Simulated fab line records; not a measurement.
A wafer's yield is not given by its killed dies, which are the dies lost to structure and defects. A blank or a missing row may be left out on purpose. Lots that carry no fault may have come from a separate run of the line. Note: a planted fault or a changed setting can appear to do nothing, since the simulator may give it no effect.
A struck lot beside a sound one / flow n5_finfet / 14 steps out of a route of 1938
Sound: wafers L768.3, L768.4, L768.6. Struck: wafer L760.4 (left out: L760.1, L760.3 of the same lot, which were not struck); the cause appears at the end.
Order at every step that has rows: each side's tool, ch and its chambers, its first start. Under that, the readings that differ: sound wafers / struck wafers / difference of the means / sigmas: that difference in standard deviations of wafers without a fault.
alike: a reading whose means differ by less than 2 such deviations, as well as words and numbers matching on both sides. not compared: withheld readings; readings where some wafer has no value; bounds like >300 that might hide an equal value; numbers whose values overlap and for which the record gives no deviation.
A row with sigmas, a row that says differs or no value, or rows on one side alone: a step with any of these is where the two part. Numbers that don't overlap but have no deviation are shown without sigmas and don't part them. A reading that every wafer of one side lacks parts them only if that side has two wafers or more.

first, 2 steps without rows for these wafers: N5_BEOL_M10_PRECLEAN_42 (cleans in residue remover, time 60 s); N5_BEOL_M10_SRD_43 (time 30 s).
N5_BEOL_M10_CD_MEAS_35: target cd 70 nm.
  sound on cd_sem-01 at day 14 00:31; struck on cd_sem-02 at day 11 18:07
reading=cd_nm (nm); sound=69.6 69.4 69.5; struck=71.3; difference=+1.8; sigmas=+2
N5_BEOL_M10_CURE_72: cures SiCOH lowk, time 120 s.
  sound on uv_cure-03 ch 1, day 14 00:39; struck on uv_cure-03 ch 2, day 11 18:09
  alike: lamp_power_pct, wafer_temp_C_max
then, 1 step without rows for these wafers: N5_BEOL_M10_DEGAS_44 (time 60 s).
N5_BEOL_M10_PRE_CLEAN_45: time 30 s.
  sound on pvd_sputter-01 at day 14 01:16; struck on pvd_sputter-03 at day 11 18:37
  alike: heater_power_w
N5_BEOL_M10_ALD_74: deposits TaN, target thk 2 nm, pulse time 2 s, purge time 3 s.
  sound on ald_metal-04 ch 0,2,3, day 14 01:24; struck on ald_metal-03 ch 3, day 11 18:42
reading=heater_power_w (W); sound=467 368 418; struck=522; difference=+104; sigmas=+3
  alike: precursor_vessel_carrier_sccm
  not compared: since_wet_clean_h
N5_BEOL_M10_SURFACE_TREAT_76:
  sound on pvd_sputter-01 at day 14 01:42; struck on pvd_sputter-01 at day 11 18:59
  not compared: throttle_valve_pct
then, 1 step without rows for these wafers: N5_BEOL_M10_CVD_75 (deposits Co from CCTBA/H2, target thk 2 nm, time 138.9 s).
N5_BEOL_M10_SPUTTER_48: material Cu, target thk 12 nm, time 2 s.
  sound on pvd_sputter-01 at day 14 01:53; struck on pvd_sputter-03 at day 11 19:37
  alike: throttle_valve_pct
then, 2 steps without rows for these wafers: N5_BEOL_M10_ECD_50 (material Cu, target thk 318 nm); N5_BEOL_M10_ANNEAL_51 (time 90 s).
N5_BEOL_M10_CMP_52: polishes, stops on SiCOH lowk, t overpolish 7 s, target thk 140 nm.
  sound on cmp-02 ch 1,2,3, day 14 02:29; struck on cmp-01 ch 3, day 11 20:50
reading=barrier_field_endpoint_s (s); sound=28.5 29.3 29.0; struck=15.9; difference=-13.0; sigmas=-19
reading=time_to_endpoint_s (s); sound=65.8 65.5 62.6; struck=34.7; difference=-29.9; sigmas=-10
  alike: clearing_platen_rpm, motor_current_A, overpolish_run_s
N5_PASSIVATION_PROBE_49:
  the record holds rows for the sound wafers here (prober-01, day 16 06:37) but none for the struck ones

WHERE THEY PART
At N5_BEOL_M10_CD_MEAS_35 first; at N5_PASSIVATION_PROBE_49 last (within this record only).

WHY: what had been put in by the simulator
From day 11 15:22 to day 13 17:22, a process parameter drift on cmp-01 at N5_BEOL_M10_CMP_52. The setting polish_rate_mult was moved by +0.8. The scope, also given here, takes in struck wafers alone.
